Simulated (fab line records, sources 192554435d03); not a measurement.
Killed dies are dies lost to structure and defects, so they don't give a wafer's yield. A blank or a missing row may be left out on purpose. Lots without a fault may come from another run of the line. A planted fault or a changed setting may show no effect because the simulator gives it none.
Split-lot experiment | flow n5_finfet | 7 lots, 21 wafers read, on a route of 1938 steps

THE SPLIT
At N5_HKMG_FIN_COAT_06 (resist thk 90 nm), the setting spin_rpm was moved away from the recipe's 1500 rpm on 5 of the 21 wafers read, by -9.7% to -3.7%. The other wafers ran this setting at the recipe's value.

FROM THE SPLIT TO THE READING: what the file shows between them, 4 steps
- N5_HKMG_FIN_PEB_10: peb time 60 s (also split here: peb_time_s)
- N5_HKMG_FIN_DEVELOP_11: develop time 30 s
- N5_HKMG_FIN_CD_MEAS_12: target cd 92.8 nm
- N5_HKMG_FIN_DESCUM_17: chemistry O2, time 7.9 s

THE READING
CAR-ArF_of_HKMG_FIN_COAT_06.thk_nm (the simulator's own value, which no gauge read), in nm, at N5_HKMG_FIN_ETCH_31 (etches SiARC in CF4, target depth 45.5 nm, time 75.8 s). The file gives no usual value for it. The 16 wafers here that ran the recipe average 50.9 nm, standard deviation 0.23 nm.

wafer  | tool, chamber at the split | spin_rpm as run, rpm | against the recipe | CAR-ArF_of_HKMG_FIN_COAT_06.thk_nm, nm | against lot-mates on the recipe
L077.2 | litho_track-01, 0          | 1500                 | recipe             | 50.6                                   | -
L077.4 | litho_track-01, 0          | 1500                 | recipe             | 50.6                                   | -
L077.6 | litho_track-01, 0          | 1419                 | -5.4%              | 53.4                                   | +2.8
L078.1 | litho_track-05, 0          | 1500                 | recipe             | 51.2                                   | -
L078.5 | litho_track-05, 0          | 1500                 | recipe             | 51.2                                   | -
L078.6 | litho_track-05, 0          | 1500                 | recipe             | 51.4                                   | -
L079.4 | litho_track-03, 0          | 1500                 | recipe             | 51                                     | -
L079.5 | litho_track-03, 0          | 1500                 | recipe             | 50.6                                   | -
L079.6 | litho_track-03, 0          | 1500                 | recipe             | 50.8                                   | -
L082.1 | litho_track-01, 0          | 1500                 | recipe             | 51                                     | -
L082.4 | litho_track-01, 0          | 1500                 | recipe             | 51                                     | -
L082.6 | litho_track-01, 0          | 1500                 | recipe             | 51                                     | -
L084.3 | litho_track-03, 0          | 1362                 | -9.2%              | 54.8                                   | +4.2
L084.4 | litho_track-03, 0          | 1500                 | recipe             | 50.6                                   | -
L084.5 | litho_track-03, 0          | 1362                 | -9.2%              | 55.2                                   | +4.6
L086.2 | litho_track-01, 0          | 1445                 | -3.7%              | 52.8                                   | +1.8
L086.3 | litho_track-01, 0          | 1500                 | recipe             | 51                                     | -
L086.4 | litho_track-01, 0          | 1500                 | recipe             | 51                                     | -
L089.1 | litho_track-03, 0          | 1500                 | recipe             | 51                                     | -
L089.3 | litho_track-03, 0          | 1500                 | recipe             | 51                                     | -
L089.5 | litho_track-03, 0          | 1354                 | -9.7%              | 55.6                                   | +4.6

THE FIT
A straight line over all 21 wafers: CAR-ArF_of_HKMG_FIN_COAT_06.thk_nm changes by -0.457 nm for each +1% of spin_rpm; r = -0.99; the points scatter about the line by 0.24 nm.
The same after taking each lot's own level away (the mean of its wafers on the recipe; 21 wafers): -0.48 nm for each +1%; r = -1.00; scatter 0.11 nm.
On that fit, the largest move of spin_rpm shifts the reading by 4.7 nm.
The lots' own levels span 50.60 to 51.27 nm, that is 2.9 times the standard deviation above.
So the lot-to-lot level changes the slope little: the two slopes agree.
Check: with one of the wafers moved furthest among these (-9.7%) left out of the fit, the line predicts +4.72 nm for it against its lot-mates. It came out at +4.6 nm against them.

OTHER SPLITS ON THESE WAFERS
These wafers also went through other splits before the reading. Each is held against what the fit with the lots' levels taken away leaves over:
other split on the same wafers | wafers away from the commonest value | r with CAR-ArF_of_HKMG_FIN_COAT_06.thk_nm (lot level and that fit taken away)
N5_FIN_CUT_COAT_02 spin_rpm    | 7                                    | +0.02
N5_DUMMY_GATE_COAT_28 spin_rpm | 12                                   | -0.02
N5_DUMMY_GATE_COAT_09 spin_rpm | 6                                    | -0.10
N5_SD_EPI_N_PEB_07 peb_temp_c  | 9                                    | +0.34
N5_SDB_COAT_04 spin_rpm        | 10                                   | -0.03
N5_SDB_EXPOSE_08 dose_mj       | 3                                    | +0.44
N5_HKMG_FIN_PEB_10 peb_time_s  | 7                                    | -0.07

THE WHOLE CHAIN: every reading that the file lists as answering this split, in the file's order
step                | what it does                                           | reading                                                                             | change (the file's fit)               | r (the file's)
N5_HKMG_FIN_COAT_06 | resist thk 90 nm                                       | CAR-ArF_of_HKMG_FIN_COAT_06.thk_nm (the simulator's own value, which no gauge read) | -0.487 nm for each +1% of the setting | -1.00
N5_HKMG_FIN_ETCH_31 | etches SiARC in CF4, target depth 45.5 nm, time 75.8 s | CAR-ArF_of_HKMG_FIN_COAT_06.thk_nm (the simulator's own value, which no gauge read) | -0.482 nm for each +1% of the setting | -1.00

THE FILE'S OWN FIT
CAR-ArF_of_HKMG_FIN_COAT_06.thk_nm changes by -0.482 nm for each +1% of spin_rpm, r = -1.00.
